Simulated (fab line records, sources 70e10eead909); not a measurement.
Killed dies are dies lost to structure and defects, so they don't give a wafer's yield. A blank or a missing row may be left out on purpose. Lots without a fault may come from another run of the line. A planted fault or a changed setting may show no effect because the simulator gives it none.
fab line records | flow nand_harc
record lots=14 wafers=42 last_day=33
route steps=1302 shown P_M0@264
lots that met no fault: from a run of the same line without faults
start_h: hours from the record's first day to the start of the lot's first wafer shown | wait_h: hours since the lot's step before | " the same as in the row above | L1.1+2: a row that stands for several wafers | - no value, or no start given | * or withheld: withheld | < > ~ a bound
route shown NAME@n: a module of which the file shows steps, and the number in the route of the first | usual: mean/standard deviation of fault-free wafers | same: alike in all rows | chamber/n: place in a boat | sites: the reading at each site | _std_site: their standard deviation | _edge_site: outer sites' mean less inner sites' | radius_mm: how far each site lies from the wafer's centre | mask NAME#n: copy n | behind: the tool/chamber that last shaped the wafer | hold: why the lot was held/for how many hours/how that ended | device: the transistor (n, p or np) that didn't switch | end of line: the same wafers' tests at the end of the route | a step without rows: its recipe alone | killed: dies lost to structure and defects at the first sort, not the wafer's yield | map: a wafer's dies, x killed, . not, _ none there
set.NAME: the setting as run; set.NAME@STEP: as run at that earlier step | model.NAME: the simulator's own value behind a step, which no gauge read
steps of the route over a sample of lots; a table a step, a row a wafer
services: from which hour (start_h, from the record's first day; less than 0 if before it) a tool's chamber was out of use, for how many hours, and why
## steps
# step NHARC_P_M0_OVL_MEAS_10
# recipe pitch_nm=180
# usual overlay_x_nm=-0.1/0.82 overlay_y_nm=-0.2/0.98
# columns lot.wafer tool chamber start_h wait_h overlay_x_nm overlay_y_nm
L872.1 overlay-01 - 138.05 - -1.0 -0.3
L872.3 " - " " -0.7 -0.4
L872.4 " - " " -1.4 0.3
L876.2 overlay-01 - 167.51 - 1.1 -0.1
L876.3 " - " " 1.8 -0.8
L876.5 " - " " 1.7 -0.3
L877.3 overlay-01 - 181.74 - -1.1 -0.6
L877.4 " - " " -1.6 -0.7
L877.6 " - " " -1.7 -1.0
L878.4 overlay-01 - 183.23 - 0.2 -1.4
L878.5 " - " " 0.3 -1.6
L878.6 " - " " 0.3 -1.5
L879.1 overlay-01 - 189.65 - -0.6 1.0
L879.2 " - " " -0.4 1.2
L879.5 " - " " -0.4 0.6
L882.2 overlay-02 - 226.62 - -0.5 -0.5
L882.3 " - " " -0.1 -0.5
L882.6 " - " " -0.4 -0.7
L883.2 overlay-02 - 232.41 - 1.2 1.6
L883.3 " - " " 1.4 1.3
L883.6 " - " " 1.1 1.0
L884.1 overlay-01 - 240.35 - 0.4 -1.0
L884.5 " - " " 0.5 -1.1
L884.6 " - " " 0.3 -1.2
L885.1 overlay-02 - 249.76 - -0.5 0.6
L885.2 " - " " -0.4 0.3
L885.5 " - " " -1.1 0.1
L886.1 overlay-02 - 266.61 - -0.8 -0.3
L886.2 " - " " -1.0 0.4
L886.4 " - " " -0.9 0.2
L887.3 overlay-01 - 272.68 - -0.4 -0.5
L887.4 " - " " -0.9 -0.2
L887.5 " - " " -1.0 0.4
L890.2 overlay-02 - 303.26 - -0.6 0.0
L890.4 " - " " -0.9 -0.9
L890.5 " - " " -0.3 -0.7
L892.3 overlay-02 - 317.63 - 0.5 1.5
L892.4 " - " " 0.2 1.1
L892.5 " - " " 0.0 0.9
L894.1 overlay-02 - 343.26 - -0.2 -0.5
L894.3 " - " " -0.4 -0.1
L894.5 " - " " 0.0 -0.5
# step NHARC_P_M0_ETCH_15
# recipe target_depth_a=1500 overetch_a=150 time_s=82.5 c4f8_flow_sccm=withheld ar_flow_sccm=400 rf_w=600 bias_w=300 chemistry=C4F8/Ar
# usual oes_product_au=0.959/0.017 rf_vpp_V=440.1/2.6
# columns lot.wafer tool chamber start_h wait_h oes_product_au rf_hours_counter_h rf_vpp_V
L872.4 rie_diel-02 0 - - 0.980 18 440.3
L872.3 " 1 " " 0.974 15 443.5
L872.1 " 3 " " 0.962 10 440.3
L876.2 rie_diel-02 0 - - 0.959 23 440.2
L876.3 " 2 " " 0.968 21 436.7
L876.5 " 1 " " 0.975 - 444.4
L877.3 rie_diel-02 1 - - 0.965 23 443.7
L877.6 " 3 " " 0.944 - 440.1
L877.4 " 0 " " 0.965 - 438.6
L878.4 rie_diel-06 2 - - 0.976 14 441.4
L878.5 " 3 " " 0.958 - 439.3
L878.6 " 0 " " 0.974 - 439.4
L879.2 rie_diel-06 2 - - 0.960 14 441.6
L879.1 " 3 " " 0.947 16 439.3
L879.5 " 3 " " 0.945 - 436.8
L882.3 rie_diel-02 2 - - 0.971 0 435.8
L882.2 " 3 " " 0.977 0 440.1
L882.6 " 2 " " 0.969 - 437.5
L883.3 rie_diel-06 2 - - 0.951 26 442.2
L883.2 " 0 " " 0.973 24 439.6
L883.6 " 1 " " 0.980 - 439.4
L884.1 rie_diel-02 3 - - 0.985 2 441.4
L884.6 " 3 " " 0.976 - 438.5
L884.5 " 0 " " 0.961 - 438.4
L885.1 rie_diel-05 3 - - 0.955 5 436.9
L885.2 " 0 " " 0.967 4 436.4
L885.5 " 2 " " 0.938 - 438.1
L886.4 rie_diel-06 3 - - 0.935 38 436.3
L886.2 " 0 " " 0.933 35 439.4
L886.1 " 1 " " 0.923 41 439.6
L887.3 rie_diel-02 0 - - 0.993 11 439.4
L887.4 " 2 " " 0.973 10 436.9
L887.5 " 1 " " 0.975 - 443.0
L890.2 rie_diel-02 1 - - 0.967 14 444.0
L890.5 " 1 " " 0.950 - 443.1
L890.4 " 2 " " 0.954 - 436.6
L892.3 rie_diel-02 3 - - 0.951 19 442.2
L892.4 " 1 " " 0.957 17 443.2
L892.5 " 0 " " 0.958 - 439.1
L894.3 rie_diel-05 3 - - 0.927 36 436.9
L894.1 " 1 " " 0.926 34 446.0
L894.5 " 3 " " 0.936 - 437.8
# step NHARC_P_M0_CD_MEAS_16
# usual cd_nm=89.7/0.65
# columns lot.wafer tool chamber start_h wait_h cd_nm
L872.1 cd_sem-03 - 138.53 - 89.5
L872.3 " - " " 90.7
L872.4 " - " " 89.6
L876.2 cd_sem-02 - 167.91 - 89.0
L876.3 " - " " 88.7
L876.5 " - " " 88.5
L877.3 cd_sem-02 - 182.19 - 89.9
L877.4 " - " " 89.7
L877.6 " - " " 90.4
L878.4 cd_sem-01 - 183.63 - 89.2
L878.5 " - " " 89.5
L878.6 " - " " 89.5
L879.1 cd_sem-03 - 190.06 - 90.6
L879.2 " - " " 90.1
L879.5 " - " " 91.6
L882.2 cd_sem-01 - 227.02 - 89.9
L882.3 " - " " 89.9
L882.6 " - " " 89.7
L883.2 cd_sem-03 - 232.80 - 89.4
L883.3 " - " " 89.7
L883.6 " - " " 89.7
L884.1 cd_sem-03 - 240.75 - 90.0
L884.5 " - " " 89.8
L884.6 " - " " 90.4
L885.1 cd_sem-03 - 250.37 - 89.0
L885.2 " - " " 89.5
L885.5 " - " " 90.1
L886.1 cd_sem-03 - 267.50 - 88.4
L886.2 " - " " 89.0
L886.4 " - " " 88.5
L887.3 cd_sem-01 - 273.08 - 89.6
L887.4 " - " " 89.8
L887.5 " - " " 89.4
L890.2 cd_sem-02 - 303.70 - 90.1
L890.4 " - " " 89.7
L890.5 " - " " 90.4
L892.3 cd_sem-02 - 318.17 - 89.6
L892.4 " - " " 89.4
L892.5 " - " " 89.3
L894.1 cd_sem-02 - 343.66 - 89.5
L894.3 " - " " 90.2
L894.5 " - " " 90.0
# step NHARC_P_M0_ECD_22
# recipe target_thk_a=4000 bath_temp_c=25 material=Cu
# columns lot.wafer tool chamber start_h wait_h
L872.1+3+4 ecd_cu-02 1,1,0 139.51 -
L876.2+3+5 ecd_cu-01 0,0,1 168.94 -
L877.4+3+6 ecd_cu-02 1,0,1 183.26 -
L878.4+5+6 ecd_cu-02 1,1,0 184.75 -
L879.2+1+5 ecd_cu-01 0,1,0 191.06 -
L882.2+3+6 ecd_cu-01 0 228.00 -
L883.2+3+6 ecd_cu-02 1,1,0 233.83 -
L884.1+5+6 ecd_cu-02 1,0,1 241.78 -
L885.1+2+5 ecd_cu-01 0,1,1 251.44 -
L886.1+2+4 ecd_cu-02 0,1,0 268.48 -
L887.4+3+5 ecd_cu-01 1,0,0 274.15 -
L890.2+4+5 ecd_cu-01 0,0,1 304.70 -
L892.3+4+5 ecd_cu-02 0,1,1 319.24 -
L894.1+3+5 ecd_cu-01 0 344.64 -
# step NHARC_P_M0_CMP_23
# recipe t_overpolish_s=20 target_thk_nm=117.54
# usual motor_current_A=12.0/1.2 time_to_endpoint_s=28.6/2.2
# columns lot.wafer tool chamber start_h wait_h motor_current_A time_to_endpoint_s
L872.1 cmp-02 2 140.56 - 10.2 30.4
L872.3 " 3 " " 11.1 30.7
L872.4 " 0 " " 14.1 32.0
L876.3 cmp-01 1 169.65 - 12.5 29.5
L876.2 " 3 " " 13.3 31.1
L876.5 " 1 " " 12.1 31.4
L877.3 cmp-03 0 183.89 - 12.7 29.7
L877.4 " 2 " " 9.8 30.2
L877.6 " 1 " " 12.6 30.7
L878.4 cmp-03 0 185.37 - 12.4 26.6
L878.6 " 0 " " 12.7 29.6
L878.5 " 1 " " 11.8 29.8
L879.1 cmp-03 1 191.81 - 12.2 30.0
L879.2 " 3 " " 11.1 30.8
L879.5 " 1 " " 13.1 29.2
L882.3 cmp-03 3 228.75 - 11.0 26.3
L882.2 " 0 " " 12.8 28.1
L882.6 " 2 " " 10.2 31.1
L883.3 cmp-03 3 234.50 - 10.8 28.0
L883.2 " 0 " " 12.5 25.8
L883.6 " 0 " " 13.3 26.2
L884.1 cmp-01 1 242.51 - 13.0 28.6
L884.5 " 3 " " 12.6 30.9
L884.6 " 0 " " 11.5 29.6
L885.1 cmp-03 2 252.20 - 10.6 23.8
L885.2 " 0 " " 13.0 25.3
L885.5 " 3 " " 10.4 24.6
L886.1 cmp-03 1 269.20 - 12.2 26.8
L886.2 " 2 " " 10.1 28.8
L886.4 " 0 " " 12.4 26.0
L887.4 cmp-01 3 274.78 - 13.2 28.5
L887.3 " 1 " " 12.9 27.8
L887.5 " 3 " " 13.3 29.7
L890.2 cmp-02 3 305.48 - 11.2 9.0
L890.4 " 0 " " 13.8 11.9
L890.5 " 2 " " 9.6 30.5
L892.3 cmp-01 0 319.90 - 11.8 27.6
L892.4 " 2 " " 13.2 28.4
L892.5 " 3 " " 12.9 31.2
L894.3 cmp-02 3 345.37 - 11.7 11.1
L894.1 " 1 " " 10.8 13.1
L894.5 " 0 " " 13.5 17.3
## services
# columns tool chamber start_h hours kind
cmp-01 - 116.24 3.4 repair
rie_diel-06 - 130.20 9.0 pm
cmp-01 - 134.93 1.0 repair
ecd_cu-02 - 146.10 2.9 repair
ecd_cu-01 - 160.00 8.0 pm
cmp-03 - 162.00 4.0 pm
rie_diel-06 2 166.95 4.0 repair
cmp-03 - 168.75 0.5 repair
rie_diel-02 2 170.19 17.8 repair
rie_diel-06 0 172.12 6.9 repair
cmp-01 - 185.50 4.0 pm
rie_diel-02 2 207.88 16.2 repair
rie_diel-02 - 217.17 9.0 pm
ecd_cu-01 - 236.31 1.6 repair
rie_diel-02 0 244.00 3.0 repair
ecd_cu-02 - 244.53 8.0 pm
cmp-03 - 246.41 0.8 repair
rie_diel-02 - 253.17 1.6 repair
cmp-03 - 260.00 4.0 pm
cmp-03 - 268.47 0.7 repair
rie_diel-02 3 301.21 6.2 repair
cmp-03 - 319.36 1.7 repair
cmp-03 - 332.25 1.1 repair
ecd_cu-01 - 336.00 8.0 pm
## key
first_sign step=NHARC_P_M0_CMP_23 reading=time_to_endpoint_s direction=down sigmas=7.2 usual=* struck=*
effect none on later readings
met_at NHARC_P_M0_ECD_22
struck_lots L890,L894
struck_wafers L890.2,L890.4,L894.1,L894.3,L894.5
sort_left_out L890.2,L890.4,L894.1,L894.3,L894.5
not_acting_at NHARC_P_M0_OVL_MEAS_10,NHARC_P_M0_ETCH_15,NHARC_P_M0_CD_MEAS_16
onset_between 274.15 304.70
fault kind=process_parameter_drift tool=ecd_cu-01 chamber=0 onset_h=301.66 steps=NHARC_P_M0_ECD_22 channel=target_thk_a offset=* shape=step end_h=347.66 acts_in=* stated=*
# sort_left_out: the simulated sort isn't trusted on such a fault, so these wafers' sort isn't shown, and their yield isn't known
